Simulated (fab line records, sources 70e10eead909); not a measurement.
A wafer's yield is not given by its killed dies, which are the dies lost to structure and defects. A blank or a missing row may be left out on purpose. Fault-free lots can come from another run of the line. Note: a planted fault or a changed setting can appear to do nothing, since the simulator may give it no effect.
Struck lot and sound lot, side by side	flow nand-harc	33 steps out of a route of 1302
Sound: these wafers, L722.3, L722.5, L722.6. The struck wafers were L723.4, L723.5, L723.6. At the end, the cause is stated.
Order at every step that has rows: each side's tool, ch and its chambers, its first start. Under that, the readings that differ: sound wafers	struck wafers	difference of the means	sigmas: that difference in standard deviations of wafers without a fault.
alike: a reading whose means differ by less than 2 such deviations, as well as words and numbers matching on both sides. not compared: withheld readings; readings where some wafer has no value; bounds like >300 that might hide an equal value; numbers whose values overlap and for which the record gives no deviation.
The two part at a step that has a row with sigmas, a row that says differs or no value, or rows on one side only. Numbers that don't overlap but have no deviation are shown without sigmas and don't part them. Lack of a reading on every wafer of one side parts them only where that side has two or more wafers.

first, 9 steps without rows for these wafers: NHARC_A_CHANNEL_HOLE_D2_DEP_00 (deposits aC, target thk 3100 nm); NHARC_A_CHANNEL_HOLE_D2_DEP_01 (deposits SiON, target thk 140 nm); NHARC_A_CHANNEL_HOLE_D2_DEHYDRATE_02 (time 120 s); NHARC_A_CHANNEL_HOLE_D2_HMDS_03 (time 30 s); NHARC_A_CHANNEL_HOLE_D2_COAT_36 (time 75 s); NHARC_A_CHANNEL_HOLE_D2_COAT_37 (time 65 s); NHARC_A_CHANNEL_HOLE_D2_COAT_04 (resist thk 90 nm); NHARC_A_CHANNEL_HOLE_D2_SOFTBAKE_05 (time 55 s); NHARC_A_CHANNEL_HOLE_D2_EBR_06.
NHARC_A_CHANNEL_HOLE_D2_EXPOSE_07: exposes mask HOLE D2, target cd 100 nm.
  sound on arfi-scanner-02 ch 0, day 16 20:22; struck on arfi-scanner-02 ch 0, day 17 12:12
reading	sound	struck	difference	sigmas
exposure-dose-mJ-cm2	59.64 59.54 59.54	57.46 57.40 57.43	-2.14	-37
  alike: mask
then, 2 steps without rows for these wafers: NHARC_A_CHANNEL_HOLE_D2_PEB_08 (peb time 65 s); NHARC_A_CHANNEL_HOLE_D2_DEVELOP_09 (develop time 35 s).
NHARC_A_CHANNEL_HOLE_D2_CD_MEAS_10: target cd 100 nm.
  sound on cd-sem-02 ch 0, day 16 20:30; struck on cd-sem-03 ch 0, day 17 12:20
reading	sound	struck	difference	sigmas
cd-nm (nm)	99.9 99.2 100.7	97.8 97.6 97.8	-2.2	-5
NHARC_A_CHANNEL_HOLE_D2_DESCUM_15: chemistry O2, time 3 s.
  sound on rie-diel-08 ch 0,1, day 16 20:41; struck on rie-diel-08 ch 1,2, day 17 12:31
reading	sound	struck	difference	sigmas
oes-product-au (a.u.)	1.026 1.007 1.025	0.995 0.994 0.984	-0.028	-3
model.A_CHANNEL_HOLE_D2.cd-nm (nm)	100.2 99.07 100.5	97.83 97.56 96.95	-2.48	
  alike: drypump-motor-current-A, rf-vpp-V, showerhead-plenum-p-Torr, throttle-valve-pct
  not compared: rf-hours-counter-h
then, 16 steps without rows for these wafers: NHARC_A_CHANNEL_HOLE_D2_ETCH_38 (etches the open film in CF4, target depth 39 nm, time 65 s); NHARC_A_CHANNEL_HOLE_D2_ETCH_39 (etches the open film in N2/H2, target depth 260 nm, time 325 s); NHARC_A_CHANNEL_HOLE_D2_ETCH_34 (etches the open film in CF4/CHF3, target depth 154 nm, time 77 s); NHARC_A_CHANNEL_HOLE_D2_ETCH_16 (etches the open film in O2/COS, target depth 3100 nm, time 806 s); NHARC_A_CHANNEL_HOLE_D2_ETCH_19 (etches the open film in C4F8/O2/Ar, time 34.5 s); NHARC_A_CHANNEL_HOLE_D2_ETCH_20 (etches the open film in C4F8/O2/Ar, time 361.9 s, target depth 1600 nm); NHARC_A_CHANNEL_HOLE_D2_ETCH_21 (etches the open film in C4F8/O2/Ar, time 514.3 s, target depth 1600 nm); NHARC_A_CHANNEL_HOLE_D2_ETCH_22 (etches the open film in C4F8/O2/Ar, time 666.7 s, target depth 1600 nm); NHARC_A_CHANNEL_HOLE_D2_ETCH_23 (etches the open film in C4F8/O2/Ar, time 819 s, target depth 1600 nm); NHARC_A_CHANNEL_HOLE_D2_ETCH_24 (etches the open film in C4F8/O2/Ar, time 906.2 s, target depth 1500 nm); NHARC_A_CHANNEL_HOLE_D2_ETCH_25 (etches the open film in C4F8/O2/Ar, time 1040.2 s, target depth 1500 nm); NHARC_A_CHANNEL_HOLE_D2_ETCH_26 (etches the open film in C4F8/O2/Ar, time 224.1 s, target depth 300 nm); NHARC_A_CHANNEL_HOLE_D2_ETCH_27 (etches the open film in C4F8/O2/Ar, time 90 s, target depth 400 nm); NHARC_A_CHANNEL_HOLE_D2_STRIP_41 (strips in N2/H2); NHARC_A_CHANNEL_HOLE_D2_STRIP_42 (strips in CF4/CHF3); NHARC_A_CHANNEL_HOLE_D2_STRIP_43 (strips in O2/COS).
NHARC_A_CHANNEL_HOLE_D2_ETCH_44: etches the open film in CF4/O2, target depth 140 nm, overetch 14 nm, time 77 s.
  sound on rie-diel-08 ch 1,2,3, day 17 02:35; struck on rie-diel-08 ch 1,2,3, day 17 18:41
  alike: drypump-motor-current-A, oes-product-au, rf-vpp-V, showerhead-plenum-p-Torr, throttle-valve-pct
  not compared: rf-hours-counter-h, model.A_CHANNEL_HOLE_D2.cd-nm
then, 2 steps without rows for these wafers: NHARC_A_CHANNEL_HOLE_D2_STRIP_28 (strips in O2); NHARC_END_SORT_01.

WHERE THEY PART
Earliest at NHARC_A_CHANNEL_HOLE_D2_EXPOSE_07; latest, in this record, at NHARC_A_CHANNEL_HOLE_D2_DESCUM_15. Later steps at which nothing parts them and some readings are alike: NHARC_A_CHANNEL_HOLE_D2_ETCH_44.

WHY: the cause the simulator had injected
Process parameters drifting: arfi-scanner-02 at NHARC_A_CHANNEL_HOLE_D2_EXPOSE_07, beginning at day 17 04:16. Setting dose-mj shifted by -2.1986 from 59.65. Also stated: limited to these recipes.
